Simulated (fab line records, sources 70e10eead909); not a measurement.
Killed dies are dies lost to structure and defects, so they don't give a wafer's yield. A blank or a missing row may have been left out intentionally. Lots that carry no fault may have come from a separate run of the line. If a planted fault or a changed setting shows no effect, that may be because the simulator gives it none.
fab line records	flow nandHarc
record lots=6	wafers=18	lastDay=32
route steps=1302 shown A_DECK1_JOINT@518 A_ONON_D2@545 END@1302
lots that met no fault: from a run of the same line without faults
startH: hours from the record's first day to the start of the lot's first wafer shown	waitH: hours since the lot's step before	" same as the row above	L1.1+2: a single row standing in for several wafers	- value missing, or start not given	* or withheld: withheld	< > ~ a bound
route shown NAME@n: names a module that has steps shown in the file, with the first one's number in the route	usual: average and standard deviation across the fault-free wafers	same: alike in all rows	chamber/n: place in a boat	sites: readings site by site	_std_site: the values' standard deviation	_edge_site: inner sites' mean taken away from outer sites' mean	radiusMm: for every site, how far away it sits from the centre of the wafer	mask NAME#n: copy n	behind: tool/chamber where the wafer was last shaped	hold: what put the lot on hold/how long, in hours/how the hold closed	device: whichever transistor did not switch (one of n, p or np)	end of line: the tests these same wafers got at the end of their route	a step with no rows: only its recipe	killed: at the first sort, the dies lost to defects and structure; wafer yield is something else	map: dies across one wafer; x = killed, . = not, _ = none there
set.NAME: setting as actually run; set.NAME@STEP: the setting as run at that earlier step	model.NAME: the simulator's own value behind a step, which no gauge read
lots at some steps of the route; a table a step, a row a wafer
services: when a tool's chamber went out of use (startH, in hours from the record's first day, below 0 if earlier), for how many hours, and the reason
## steps
# step NHARC_A_DECK1_JOINT_ETCHBACK_07
# recipe targetDepthA=1050	timeS=26.9	hbrFlowSccm=150	rfW=350	icpW=350	biasW=60	chemistry=HBr
# usual biasW=60.00/0.17	drypumpMotorCurrentA=5.9/0.42	hbrFlowSccm=150.0/0.4	oesProductAu=0.998/0.0093	throttleValvePct=23.265/0.0091
lot.wafer	tool	chamber	startH	waitH	biasW	drypumpMotorCurrentA	hbrFlowSccm	oesProductAu	rfHoursCounterH	throttleValvePct
L584.4	rieSi-03	0	261.92	0.1	59.49	5.1	150.3	1.007	0.2	23.262
L584.6	"	1	"	"	59.65	5.8	150.1	0.996	-	23.273
L584.5	"	2	"	"	60.21	5.7	149.6	0.997	-	23.271
L586.2	rieSi-01	3	275.21	0.1	59.95	6.4	150.2	1.016	0.6	23.261
L586.1	"	1	"	"	59.79	6.5	150.2	0.996	0.5	23.284
L586.5	"	3	"	"	60.00	6.4	149.7	1.011	-	23.249
L595.2	rieSi-03	1	361.46	0.1	60.20	5.8	149.1	0.996	0.9	23.269
L595.1	"	3	"	"	60.23	5.9	149.9	1.009	0.8	23.265
L595.5	"	1	"	"	60.02	5.8	150.1	0.991	-	23.255
L596.4	rieSi-03	0	381.16	0.1	60.30	5.0	150.0	0.999	1.0	23.251
L596.1	"	2	"	"	59.92	5.7	149.8	1.005	1.2	23.272
L596.6	"	1	"	"	60.01	5.8	149.8	0.993	-	23.257
L599.4	rieSi-03	1	397.31	0.1	60.05	5.8	149.4	0.994	1.2	23.276
L599.1	"	2	"	"	60.07	5.7	149.9	0.987	1.3	23.273
L599.3	"	3	"	"	60.29	5.9	149.1	1.011	1.1	23.278
L604.3	rieSi-01	0	456.66	0.1	59.93	5.8	150.1	0.987	0.5	23.253
L604.6	"	2	"	"	59.86	5.8	150.5	1.004	-	23.275
L604.5	"	3	"	"	59.78	6.4	148.8	0.995	-	23.274
# step NHARC_A_DECK1_JOINT_ETCH_25
# recipe targetDepthA=5	chemistry=dHF	material=SiO2
# step NHARC_A_DECK1_JOINT_ETCH_19
# recipe tempC=25	targetDepthA=30	chemistry=TMAH	material=poly-Si
# step NHARC_A_DECK1_JOINT_ETCH_18
# recipe targetDepthA=30	chemistry=dHF	material=SiO2
# step NHARC_A_DECK1_JOINT_WET_08
# recipe tempC=160	timeS=86	chemistry=H3PO4
# step NHARC_A_DECK1_JOINT_ETCH_09
# recipe targetDepthA=50	chemistry=dHF	material=SiO2
# step NHARC_A_DECK1_JOINT_WET_10
# recipe tempC=160	timeS=86	chemistry=H3PO4
# step NHARC_A_DECK1_JOINT_ETCH_11
# recipe targetDepthA=350	chemistry=dHF	material=SiO2
# step NHARC_A_DECK1_JOINT_CVD_12
# recipe targetThkA=900	tempC=620	pressureMtorr=200	timeS=1800	material=poly-Si
# step NHARC_A_DECK1_JOINT_CMP_13
# recipe targetThkNm=51.023
# usual motorCurrentA=12.6/0.71	timeToEndpointS=10.1/1.9
lot.wafer	tool	chamber	startH	waitH	motorCurrentA	timeToEndpointS
L584.4	cmp-04	0	272.23	0.4	13.1	9.0
L584.5	"	1	"	"	12.6	11.2
L584.6	"	2	"	"	11.9	8.6
L586.2	cmp-02	0	285.53	0.4	11.8	7.4
L586.1	"	2	"	"	13.3	8.9
L586.5	"	3	"	"	14.5	8.6
L595.2	cmp-04	0	373.51	0.4	12.6	12.8
L595.1	"	3	"	"	13.5	9.1
L595.5	"	0	"	"	12.5	9.0
L596.1	cmp-03	1	391.52	0.4	12.3	6.6
L596.4	"	2	"	"	12.6	10.7
L596.6	"	1	"	"	12.3	9.8
L599.3	cmp-03	3	407.47	0.4	12.4	10.5
L599.1	"	0	"	"	13.0	9.4
L599.4	"	1	"	"	12.5	8.1
L604.3	cmp-03	1	467.13	0.4	12.4	8.9
L604.5	"	2	"	"	12.0	10.1
L604.6	"	3	"	"	12.3	12.8
# step NHARC_A_DECK1_JOINT_THK_MEAS_14
# recipe thkMeasGauge=ellipsometry
# usual thkNm=51.1/1.4
lot.wafer	tool	chamber	startH	waitH	thkNm
L584.4	filmMetro-01	-	272.42	0.2	54.0
L584.5	"	-	"	"	50.6
L584.6	"	-	"	"	52.5
L586.1	filmMetro-01	-	285.76	0.2	52.1
L586.2	"	-	"	"	51.1
L586.5	"	-	"	"	53.4
L595.1	filmMetro-01	-	373.76	0.2	50.8
L595.2	"	-	"	"	51.3
L595.5	"	-	"	"	50.6
L596.1	filmMetro-01	-	391.75	0.2	49.8
L596.4	"	-	"	"	50.7
L596.6	"	-	"	"	49.9
L599.1	filmMetro-01	-	407.70	0.2	50.9
L599.3	"	-	"	"	50.5
L599.4	"	-	"	"	49.8
L604.3	filmMetro-01	-	467.31	0.2	50.0
L604.5	"	-	"	"	48.6
L604.6	"	-	"	"	51.3
# step NHARC_A_DECK1_JOINT_SRD_04
# step NHARC_A_DECK1_JOINT_ETCHBACK_00
# recipe targetDepthA=300	timeS=17.4	hbrFlowSccm=150	rfW=350	icpW=350	biasW=60	chemistry=HBr
# usual biasW=59.99/0.16	drypumpMotorCurrentA=5.9/0.41	hbrFlowSccm=150.0/0.42	oesProductAu=1.001/0.0078	throttleValvePct=23.267/0.0091
lot.wafer	tool	chamber	startH	waitH	biasW	drypumpMotorCurrentA	hbrFlowSccm	oesProductAu	rfHoursCounterH	throttleValvePct
L584.4	rieSi-01	3	272.62	0.1	60.17	6.4	151.0	1.012	0.52	23.283
L584.6	"	3	"	"	59.94	6.4	150.7	0.996	-	23.265
L584.5	"	0	"	"	60.08	5.8	149.8	0.991	-	23.269
L586.1	rieSi-03	1	285.91	0.1	60.02	5.8	150.2	1.003	0.42	23.259
L586.2	"	2	"	"	59.93	5.7	150.1	0.999	0.40	23.261
L586.5	"	0	"	"	60.07	5.0	150.3	0.995	-	23.266
L595.2	rieSi-06	0	373.89	0.1	59.99	5.9	150.3	1.009	0.64	23.272
L595.1	"	1	"	"	59.94	5.8	149.4	1.004	0.71	23.270
L595.5	"	0	"	"	59.98	5.9	150.1	1.017	-	23.273
L596.1	rieSi-06	2	391.90	0.1	59.72	6.2	149.6	1.009	0.72	23.259
L596.4	"	3	"	"	59.75	6.6	149.6	1.005	0.66	23.268
L596.6	"	1	"	"	59.94	5.8	149.7	1.002	-	23.269
L599.4	rieSi-01	2	407.83	0.1	59.97	5.7	150.0	1.014	0.20	23.267
L599.3	"	3	"	"	59.65	6.4	149.5	1.014	0.20	23.272
L599.1	"	1	"	"	59.88	6.5	149.5	1.000	0.25	23.265
L604.3	rieSi-06	1	467.46	0.1	60.22	5.8	150.4	0.982	0.33	23.259
L604.5	"	3	"	"	59.76	6.5	150.6	1.004	-	23.270
L604.6	"	0	"	"	59.92	5.8	150.1	0.979	-	23.271
# step NHARC_A_DECK1_JOINT_PRECLEAN_30
# recipe timeS=*	tempC=50	bathAgeMin=0	chemistry=SC1
# step NHARC_A_DECK1_JOINT_SRD_31
# step NHARC_A_DECK1_JOINT_CVD_34
# recipe targetThkA=200	tempC=700	pressureMtorr=300	material=SiNx
# step NHARC_A_DECK1_JOINT_DEP_06
# recipe targetThkA=800	tempC=65	material=SiOx
# step NHARC_A_DECK1_JOINT_CURE_26
# recipe tempC=150	timeS=32	pressureAtm=0.395
# step NHARC_A_DECK1_JOINT_ANNEAL_27
# recipe tempC=400	timeS=3600	idleTempC=300	rampUpCPerMin=10	densificationPH2oTorr=640
# step NHARC_A_DECK1_JOINT_ANNEAL_28
# recipe tempC=500	timeS=1800	idleTempC=400	rampUpCPerMin=10	densificationPH2oTorr=640
# step NHARC_A_DECK1_JOINT_ANNEAL_29
# recipe tempC=750	timeS=1800	idleTempC=500	rampUpCPerMin=10	rampDownCPerMin=3
# step NHARC_A_DECK1_JOINT_CMP_02
# recipe material=SiOx
# usual motorCurrentA=12.7/0.81
lot.wafer	tool	chamber	startH	waitH	motorCurrentA
L584.4	cmp-02	3	294.06	0.4	13.7
L584.5	"	1	"	"	12.1
L584.6	"	2	"	"	13.7
L586.1	cmp-02	0	310.80	0.4	12.4
L586.2	"	1	"	"	11.9
L586.5	"	0	"	"	12.7
L595.2	cmp-03	1	397.40	0.4	12.8
L595.1	"	0	"	"	13.1
L595.5	"	2	"	"	12.0
L596.1	cmp-04	3	413.12	0.4	14.0
L596.4	"	2	"	"	11.5
L596.6	"	0	"	"	13.2
L599.4	cmp-04	2	430.54	0.4	11.5
L599.1	"	3	"	"	13.3
L599.3	"	0	"	"	12.3
L604.3	cmp-03	3	498.76	0.4	12.0
L604.6	"	2	"	"	12.7
L604.5	"	3	"	"	12.2
# step NHARC_A_DECK1_JOINT_SRD_15
# step NHARC_A_DECK1_JOINT_DEP_16
# recipe targetThkA=450	tempC=400	pressureTorr=6.5	rfW=900	teosFlowSccm=161.4	flowSccm=2650	targetThkNm=45	gas=O2	material=SiO2
# usual heaterPowerOuterW=294/54	heaterPowerW=554/87	susceptorTempC=399.97/0.23	throttleValvePct=16.1/0.52
lot.wafer	tool	chamber	startH	waitH	heaterPowerOuterW	heaterPowerW	susceptorTempC	throttleValvePct
L584.4	pecvd-01	2	294.50	0.2	250	495	399.42	17.4
L584.6	"	0	"	"	291	518	399.98	15.7
L584.5	"	1	"	"	329	622	400.28	17.2
L586.2	pecvd-02	0	311.19	0.1	287	595	399.93	15.9
L586.1	"	1	"	"	237	421	399.72	16.1
L586.5	"	0	"	"	293	608	399.84	15.9
L595.2	pecvd-04	0	397.96	0.2	292	501	399.91	16.7
L595.1	"	2	"	"	357	680	399.96	16.4
L595.5	"	1	"	"	378	687	399.96	15.3
L596.1	pecvd-01	2	413.53	0.1	287	533	399.74	16.4
L596.4	"	2	"	"	279	530	399.71	16.2
L596.6	"	0	"	"	293	521	400.20	15.8
L599.3	pecvd-01	2	430.92	0.1	282	532	400.54	16.4
L599.1	"	1	"	"	341	612	399.63	17.2
L599.4	"	2	"	"	279	536	400.30	16.5
L604.3	pecvd-02	0	499.18	0.1	299	621	400.21	16.1
L604.5	"	1	"	"	316	525	399.86	16.3
L604.6	"	0	"	"	296	608	399.99	15.9
# step NHARC_A_DECK1_JOINT_THK_MEAS_17
# recipe thkMeasGauge=ellipsometry
# usual thkNm=45.4/1.1
lot.wafer	tool	chamber	startH	waitH	thkNm
L584.4	filmMetro-01	-	294.70	0.2	44.2
L584.5	"	-	"	"	47.0
L584.6	"	-	"	"	45.0
L586.1	filmMetro-02	-	311.47	0.2	45.7
L586.2	"	-	"	"	45.0
L586.5	"	-	"	"	45.0
L595.1	filmMetro-02	-	398.27	0.2	45.7
L595.2	"	-	"	"	45.5
L595.5	"	-	"	"	47.2
L596.1	filmMetro-01	-	413.81	0.3	45.1
L596.4	"	-	"	"	45.5
L596.6	"	-	"	"	43.4
L599.1	filmMetro-02	-	431.21	0.2	43.1
L599.3	"	-	"	"	45.9
L599.4	"	-	"	"	45.4
L604.3	filmMetro-02	-	499.41	0.2	45.7
L604.5	"	-	"	"	46.6
L604.6	"	-	"	"	44.9
# step NHARC_A_ONON_D2_DEP_00
# recipe targetThkA=10000	n2FlowSccm=2750	n2oFlowSccm=2000	nh3FlowSccm=500	sih4FlowSccm=210	tempC=400
# step NHARC_A_ONON_D2_THK_MEAS_02
# recipe thkMeasGauge=ellipsometry
# usual thkNm=997/8.8
lot.wafer	tool	chamber	startH	waitH	thkNm
L584.4	filmMetro-02	-	295.31	-	997
L584.5	"	-	"	"	999
L584.6	"	-	"	"	998
L586.1	filmMetro-01	-	312.07	-	1006
L586.2	"	-	"	"	1006
L586.5	"	-	"	"	1007
L595.1	filmMetro-02	-	398.88	-	997
L595.2	"	-	"	"	996
L595.5	"	-	"	"	997
L596.1	filmMetro-01	-	414.42	-	986
L596.4	"	-	"	"	988
L596.6	"	-	"	"	988
L599.1	filmMetro-01	-	431.82	-	994
L599.3	"	-	"	"	995
L599.4	"	-	"	"	994
L604.3	filmMetro-01	-	500.02	-	995
L604.5	"	-	"	"	997
L604.6	"	-	"	"	995
# step NHARC_A_ONON_D2_DEP_03
# recipe targetThkA=10000	n2FlowSccm=2750	n2oFlowSccm=2000	nh3FlowSccm=500	sih4FlowSccm=210	tempC=400
# step NHARC_A_ONON_D2_THK_MEAS_05
# recipe thkMeasGauge=ellipsometry
# usual thkNm=1000/11
lot.wafer	tool	chamber	startH	waitH	thkNm
L584.4	filmMetro-02	-	295.88	-	1003
L584.5	"	-	"	"	1001
L584.6	"	-	"	"	1002
L586.1	filmMetro-01	-	312.64	-	995
L586.2	"	-	"	"	994
L586.5	"	-	"	"	994
L595.1	filmMetro-02	-	399.45	-	990
L595.2	"	-	"	"	993
L595.5	"	-	"	"	990
L596.1	filmMetro-01	-	414.99	-	1000
L596.4	"	-	"	"	1001
L596.6	"	-	"	"	999
L599.1	filmMetro-02	-	432.39	-	987
L599.3	"	-	"	"	986
L599.4	"	-	"	"	986
L604.3	filmMetro-01	-	500.59	-	1025
L604.5	"	-	"	"	1023
L604.6	"	-	"	"	1025
# step NHARC_A_ONON_D2_DEP_06
# recipe targetThkA=10000	n2FlowSccm=2750	n2oFlowSccm=2000	nh3FlowSccm=500	sih4FlowSccm=210	tempC=400
# step NHARC_A_ONON_D2_THK_MEAS_08
# recipe thkMeasGauge=ellipsometry
# usual thkNm=994/9.9
lot.wafer	tool	chamber	startH	waitH	thkNm
L584.4	filmMetro-02	-	296.45	-	1010
L584.5	"	-	"	"	1009
L584.6	"	-	"	"	1009
L586.1	filmMetro-02	-	313.20	-	984
L586.2	"	-	"	"	986
L586.5	"	-	"	"	989
L595.1	filmMetro-02	-	400.02	-	999
L595.2	"	-	"	"	1000
L595.5	"	-	"	"	1001
L596.1	filmMetro-01	-	415.55	-	990
L596.4	"	-	"	"	990
L596.6	"	-	"	"	992
L599.1	filmMetro-02	-	432.96	-	1005
L599.3	"	-	"	"	1003
L599.4	"	-	"	"	1003
L604.3	filmMetro-01	-	501.16	-	997
L604.5	"	-	"	"	998
L604.6	"	-	"	"	997
# step NHARC_A_ONON_D2_DEP_09
# recipe targetThkA=10000	n2FlowSccm=2750	n2oFlowSccm=2000	nh3FlowSccm=500	sih4FlowSccm=210	tempC=400
# step NHARC_A_ONON_D2_THK_MEAS_11
# recipe thkMeasGauge=ellipsometry
# usual thkNm=999/10
lot.wafer	tool	chamber	startH	waitH	thkNm
L584.4	filmMetro-01	-	297.01	-	998
L584.5	"	-	"	"	996
L584.6	"	-	"	"	998
L586.1	filmMetro-02	-	313.76	-	997
L586.2	"	-	"	"	998
L586.5	"	-	"	"	996
L595.1	filmMetro-01	-	400.58	-	1001
L595.2	"	-	"	"	1002
L595.5	"	-	"	"	1000
L596.1	filmMetro-01	-	416.12	-	990
L596.4	"	-	"	"	989
L596.6	"	-	"	"	990
L599.1	filmMetro-02	-	433.53	-	997
L599.3	"	-	"	"	996
L599.4	"	-	"	"	995
L604.3	filmMetro-02	-	501.73	-	993
L604.5	"	-	"	"	991
L604.6	"	-	"	"	991
# step NHARC_A_ONON_D2_DEP_12
# recipe targetThkA=10000	n2FlowSccm=2750	n2oFlowSccm=2000	nh3FlowSccm=500	sih4FlowSccm=210	tempC=400
# step NHARC_A_ONON_D2_THK_MEAS_14
# recipe thkMeasGauge=ellipsometry
# usual thkNm=998/11
lot.wafer	tool	chamber	startH	waitH	thkNm
L584.4	filmMetro-02	-	297.58	-	1005
L584.5	"	-	"	"	1004
L584.6	"	-	"	"	1005
L586.1	filmMetro-01	-	314.32	-	997
L586.2	"	-	"	"	997
L586.5	"	-	"	"	998
L595.1	filmMetro-01	-	401.15	-	1002
L595.2	"	-	"	"	1003
L595.5	"	-	"	"	1002
L596.1	filmMetro-01	-	416.69	-	1006
L596.4	"	-	"	"	1006
L596.6	"	-	"	"	1007
L599.1	filmMetro-01	-	434.09	-	1004
L599.3	"	-	"	"	1004
L599.4	"	-	"	"	1004
L604.3	filmMetro-01	-	502.29	-	1009
L604.5	"	-	"	"	1010
L604.6	"	-	"	"	1009
# step NHARC_A_ONON_D2_ANNEAL_15
# recipe tempC=750	timeS=3600
# step NHARC_A_ONON_D2_DEP_16
# recipe targetThkA=10000	n2FlowSccm=2750	n2oFlowSccm=2000	nh3FlowSccm=500	sih4FlowSccm=210	tempC=400
# step NHARC_A_ONON_D2_THK_MEAS_18
# recipe thkMeasGauge=ellipsometry
# usual thkNm=997/9.6
lot.wafer	tool	chamber	startH	waitH	thkNm
L584.4	filmMetro-02	-	308.37	-	991
L584.5	"	-	"	"	994
L584.6	"	-	"	"	992
L586.1	filmMetro-02	-	322.09	-	1007
L586.2	"	-	"	"	1008
L586.5	"	-	"	"	1009
L595.1	filmMetro-02	-	408.90	-	982
L595.2	"	-	"	"	982
L595.5	"	-	"	"	981
L596.1	filmMetro-01	-	424.01	-	998
L596.4	"	-	"	"	998
L596.6	"	-	"	"	997
L599.1	filmMetro-02	-	442.52	-	1005
L599.3	"	-	"	"	1003
L599.4	"	-	"	"	1005
L604.3	filmMetro-02	-	509.61	-	1007
L604.5	"	-	"	"	1007
L604.6	"	-	"	"	1007
# step NHARC_A_ONON_D2_DEP_19
# recipe targetThkA=10000	n2FlowSccm=2750	n2oFlowSccm=2000	nh3FlowSccm=500	sih4FlowSccm=210	tempC=400
# step NHARC_A_ONON_D2_THK_MEAS_21
# recipe thkMeasGauge=ellipsometry
# usual thkNm=1001/8.5
lot.wafer	tool	chamber	startH	waitH	thkNm
L584.4	filmMetro-01	-	308.94	-	999
L584.5	"	-	"	"	998
L584.6	"	-	"	"	999
L586.1	filmMetro-01	-	322.65	-	996
L586.2	"	-	"	"	995
L586.5	"	-	"	"	995
L595.1	filmMetro-01	-	409.45	-	996
L595.2	"	-	"	"	999
L595.5	"	-	"	"	999
L596.1	filmMetro-02	-	424.58	-	1000
L596.4	"	-	"	"	999
L596.6	"	-	"	"	997
L599.1	filmMetro-01	-	443.09	-	1005
L599.3	"	-	"	"	1004
L599.4	"	-	"	"	1005
L604.3	filmMetro-02	-	510.21	-	1016
L604.5	"	-	"	"	1017
L604.6	"	-	"	"	1017
# step NHARC_END_SORT_01
# recipe tempC=25
# usual killedAtArray=59/19	killedAtOther=0.6/0.85	killedAtPeriphery=3.8/2.5	killedDies=64/19	killedOpen=3.3/1.8	killedShort=2.2/1.6
# same grossDies=677
lot.wafer	tool	chamber	startH	waitH	killedAtArray	killedAtOther	killedAtPeriphery	killedDies	killedOpen	killedShort
L595.1	prober-02	0	699.31	4.9	219	1	2	222	3	2
L595.2	prober-02	0	700.12	5.2	201	2	1	204	3	1
L595.5	prober-02	0	702.54	6.1	169	1	4	174	1	4
L596.1	prober-02	0	707.15	2.5	134	0	7	141	4	0
L596.4	prober-02	0	709.57	3.4	110	2	4	116	4	4
L596.6	prober-02	0	711.19	4.0	153	1	3	157	4	0
L599.1	prober-01	0	727.56	2.5	67	2	2	71	1	0
L599.3	prober-01	0	729.14	3.1	92	1	1	94	4	1
L599.4	prober-01	0	729.93	3.4	66	1	5	72	4	3
# killed by level:class
L595.1 A_DECK1_JOINT:unspecified=113 A_SLIT:chamberFilmFlake=37 A_CHANNEL_HOLE_D1:chamberFilmFlake=36 A_CHANNEL_HOLE_D2:chamberFilmFlake=13 A_CONTACT:chamberFilmFlake=10 A_BONDPAD:chamberFilmFlake=4 A_CHANNEL_FILL_D1:chamberFilmFlake=2 P_CONTACT:geometricParticle:open=1
L595.2 A_DECK1_JOINT:unspecified=107 A_SLIT:chamberFilmFlake=38 A_CHANNEL_HOLE_D1:chamberFilmFlake=23 A_CHANNEL_HOLE_D2:chamberFilmFlake=16 A_CONTACT:chamberFilmFlake=8 A_STAIRCASE:chamberFilmFlake=4 A_BONDPAD:chamberFilmFlake=3 STARTING-WAFER:geometricParticle:open=2
L595.5 A_DECK1_JOINT:unspecified=106 A_SLIT:chamberFilmFlake=26 A_CHANNEL_HOLE_D1:chamberFilmFlake=19 A_CHANNEL_HOLE_D2:chamberFilmFlake=7 A_STAIRCASE:chamberFilmFlake=2 A_CONTACT:chamberFilmFlake=2 A_WL_FILL:chamberFilmFlake=2 P_GATE:geometricParticle:open=1
L596.1 A_DECK1_JOINT:unspecified=107 A_CHANNEL_HOLE_D2:chamberFilmFlake=15 A_CHANNEL_HOLE_D1:chamberFilmFlake=6 P_M0:chamberFilmFlake=5 A_CONTACT:chamberFilmFlake=2 P_CONTACT:geometricParticle:open=1 P_M0:geometricParticle:open=1 A_ONON_D2:geometricParticle:open=1
L596.4 A_DECK1_JOINT:unspecified=62 A_CHANNEL_HOLE_D2:chamberFilmFlake=18 A_CHANNEL_HOLE_D1:chamberFilmFlake=13 A_SLIT:chamberFilmFlake=4 P_M0:chamberFilmFlake=3 A_CONTACT:chamberFilmFlake=3 A_ONON_D2:geometricParticle:short=2 A_CHANNEL_FILL_D1:chamberFilmFlake=2
L596.6 A_DECK1_JOINT:unspecified=116 A_CHANNEL_HOLE_D2:chamberFilmFlake=22 A_CHANNEL_HOLE_D1:chamberFilmFlake=6 P_M0:chamberFilmFlake=2 A_SLIT:chamberFilmFlake=2 A_CONTACT:chamberFilmFlake=2 P_GATE:geometricParticle:open=1 A_DECK1_JOINT:geometricParticle:open=1
L599.1 A_CHANNEL_HOLE_D1:chamberFilmFlake=24 A_CHANNEL_HOLE_D2:chamberFilmFlake=21 A_CONTACT:chamberFilmFlake=4 A_SGD_CUT:chamberFilmFlake=4 A_CHANNEL_FILL_D2:chamberFilmFlake=3 A_STAIRCASE:chamberFilmFlake=3 A_ZERO_WELL:chamberFilmFlake=2 A_SLIT:chamberFilmFlake=2
L599.3 A_CHANNEL_HOLE_D1:chamberFilmFlake=47 A_CHANNEL_HOLE_D2:chamberFilmFlake=20 A_CONTACT:chamberFilmFlake=5 A_SGD_CUT:chamberFilmFlake=3 A_ZERO_WELL:chamberFilmFlake=2 A_CHANNEL_FILL_D1:chamberFilmFlake=2 A_CHANNEL_FILL_D2:chamberFilmFlake=2 A_STAIRCASE:chamberFilmFlake=2
L599.4 A_CHANNEL_HOLE_D1:chamberFilmFlake=23 A_CHANNEL_HOLE_D2:chamberFilmFlake=20 A_SGD_CUT:chamberFilmFlake=3 A_WL_FILL:chamberFilmFlake=3 A_M1:chamberFilmFlake=3 P_M0:geometricParticle:open=2 A_SLIT:chamberFilmFlake=2 A_STAIRCASE:chamberFilmFlake=2
# map L595.1 (x killed, . not)
____________.____________
_________.....x._________
_______......x.xx._______
______........xxxxx______
_____...x.....xxxxx._____
____........x.xxxxxxx____
____.......x.xxxxxxxx____
___..........xxxxxxx..___
___..x.......xxxxx.x..___
__...........x.xx.xx...__
__.x..........x.x...x..__
_..................x...._
_......................._
_....xx......x.........._
_......xx..............._
_...xx.xxxx..x.......x.._
....xxxxxxxx.x.......x...
x.x.xxxxxxxxx..x....x....
...xxxxxxxxx......x......
...xxxxxxxxx..x.x......x.
...xxxxxxxxxx..x.........
_.x.xxxxxxxxx.x..x..x..._
_..xxxxxxxxx.xxxxx......_
_..xxxxxxxxxxxxxxx.x...._
_..xxxxxxxxx..xxxx......_
_...xxxxxxxxxxxxx...x..._
__..xxxxxx....xxxxx....__
__.x....x.xx.xxxx......__
___..x........x.x.....___
___.............x.....___
____x................____
____x...........x...x____
_____..............._____
______.............______
_______..........._______
_________......._________
____________.____________
# map L596.6 (x killed, . not)
____________.____________
_________....xx._________
_______.........xx_______
______.......xxxx..______
_____........xxxx..._____
____....x....xxxxx...____
____.........xx.x....____
___.......x..xx.......___
___..........xxx......___
__.............x.......__
__.....xx..............__
_........x....x........._
_......................._
_......xx..............._
_.......xxx............._
_...x.xxxxx............._
....xxxxxxxx.............
...xxxxxxxxxx............
...xxxxxxxxx.............
...xxxxxxxxxx............
...xxxxxxxxx.............
_..xxxxxxxxx............_
_.xxxxxxxxxx............_
_..xxxxxxxxxx..........._
_..xxxxxxxxx............_
_.xxxxxxxxxxx..........._
__..xxxxx.x......x.....__
__...xxx.xx...........x__
___....xx..........x..___
___..xx...............___
____.................____
____.................____
_____..............._____
______............x______
_______..........._______
_________......._________
____________.____________
## services
tool	chamber	startH	hours	kind
rieSi-06	-	249.00	9.0	pm
cmp-03	-	260.00	4.0	pm
rieSi-01	-	263.13	0.6	repair
pecvd-01	-	266.43	0.6	repair
rieSi-01	-	294.89	2.6	repair
cmp-04	-	307.14	4.0	pm
pecvd-01	-	311.21	13.0	pm
rieSi-01	2	314.52	11.0	repair
cmp-02	-	314.67	2.2	repair
cmp-04	-	314.97	0.3	repair
cmp-02	-	317.05	0.9	repair
cmp-03	-	320.87	6.5	repair
cmp-02	-	330.50	4.0	pm
rieSi-06	-	332.46	14.6	repair
cmp-04	-	355.34	1.2	repair
cmp-03	-	358.00	4.0	pm
rieSi-01	-	370.00	9.0	pm
cmp-04	-	375.61	2.8	repair
cmp-04	-	381.70	6.0	repair
cmp-04	-	394.40	2.9	repair
rieSi-03	-	398.00	9.0	pm
cmp-04	-	405.14	4.0	pm
cmp-03	-	445.43	0.9	repair
cmp-03	-	456.00	4.0	pm
## key
firstSign step=NHARC_END_SORT_01	reading=killedDies	direction=up	sigmas=5.7	usual=64	struck=169
effect step=NHARC_END_SORT_01	reading=killedAtArray	direction=up	sigmas=5.6	usual=59	struck=164
moreKillsBornAt NHARC_A_DECK1_JOINT_ETCHBACK_00@rieSi-06=610
metAt NHARC_A_DECK1_JOINT_ETCHBACK_00
struckWafers L595.1,L595.2,L595.5,L596.1,L596.4,L596.6
testerLeftOut L595,L596
fault kind=chamberParticleSource	tool=rieSi-06	chamber=-	onsetH=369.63	steps=NHARC_A_DECK1_JOINT_ETCHBACK_00	ratePerVisitCm2=2.1997	endH=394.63
# testerLeftOut: of these lots the tester's yield and bins aren't shown, on N5 and GAA mostly nor the transistor test; their killed dies are dies lost to structure and defects alone, not to doping, threshold or leakage, so they don't give the yield
